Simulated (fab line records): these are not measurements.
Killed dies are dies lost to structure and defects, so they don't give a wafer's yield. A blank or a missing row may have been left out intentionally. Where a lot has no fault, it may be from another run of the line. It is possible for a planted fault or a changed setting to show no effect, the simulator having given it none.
Chamber matching || flow nandHarc || NHARC_A_STAIRCASE_TRIM_222 on rieDiel-03 has 4 sister chambers
The step chemistry O2, time 211.2 s. 4 wafers are shown with their chamber, then 7 later ones without.

## WAFERS WITH THEIR CHAMBER
{"wafer": "L576.1", "chamber": 2, "showerheadPlenumPTorr (Torr)": 3.56}
{"wafer": "L596.3", "chamber": 0, "showerheadPlenumPTorr (Torr)": 3.37}
{"wafer": "L597.1", "chamber": 1, "showerheadPlenumPTorr (Torr)": 3.27}
{"wafer": "L597.4", "chamber": 3, "showerheadPlenumPTorr (Torr)": 3.58}

## WAFERS WITHOUT THEIR CHAMBER
{"wafer": "L597.5", "showerheadPlenumPTorr (Torr)": 3.55}
{"wafer": "L598.1", "showerheadPlenumPTorr (Torr)": 3.26}
{"wafer": "L598.3", "showerheadPlenumPTorr (Torr)": 3.57}
{"wafer": "L598.4", "showerheadPlenumPTorr (Torr)": 3.36}
{"wafer": "L599.2", "showerheadPlenumPTorr (Torr)": 3.57}
{"wafer": "L599.4", "showerheadPlenumPTorr (Torr)": 3.54}
{"wafer": "L599.5", "showerheadPlenumPTorr (Torr)": 3.36}

## WHICH CHAMBER EACH ONE RAN IN
{"wafer": "L597.5", "from the rows above": "can't be placed: 2 or 3", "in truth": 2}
{"wafer": "L598.1", "from the rows above": 1, "in truth": 1}
{"wafer": "L598.3", "from the rows above": "can't be placed: 2 or 3", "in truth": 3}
{"wafer": "L598.4", "from the rows above": 0, "in truth": 0}
{"wafer": "L599.2", "from the rows above": "can't be placed: 2 or 3", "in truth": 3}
{"wafer": "L599.4", "from the rows above": "can't be placed: 2 or 3", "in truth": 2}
{"wafer": "L599.5", "from the rows above": 0, "in truth": 0}
Correctly placed: 3 of 7. Unplaceable from these rows: 4, with the true chamber sitting among the candidates in 4. 0 placed wrongly.
How it was worked out, from the rows above alone: a wafer's distance from a chamber is the root of the sum, over the readings, of the square of ((its reading less the chamber's mean) divided by the reading's scatter). If the next closest chamber is less than 2 further off than the closest, the wafer can't be placed; otherwise it belongs to the closest. A chamber's mean is the mean of its shown wafers. The scatter (one wafer shown for each chamber): square how far every hidden wafer sits from the nearest shown wafer, average those squares and take the square root.
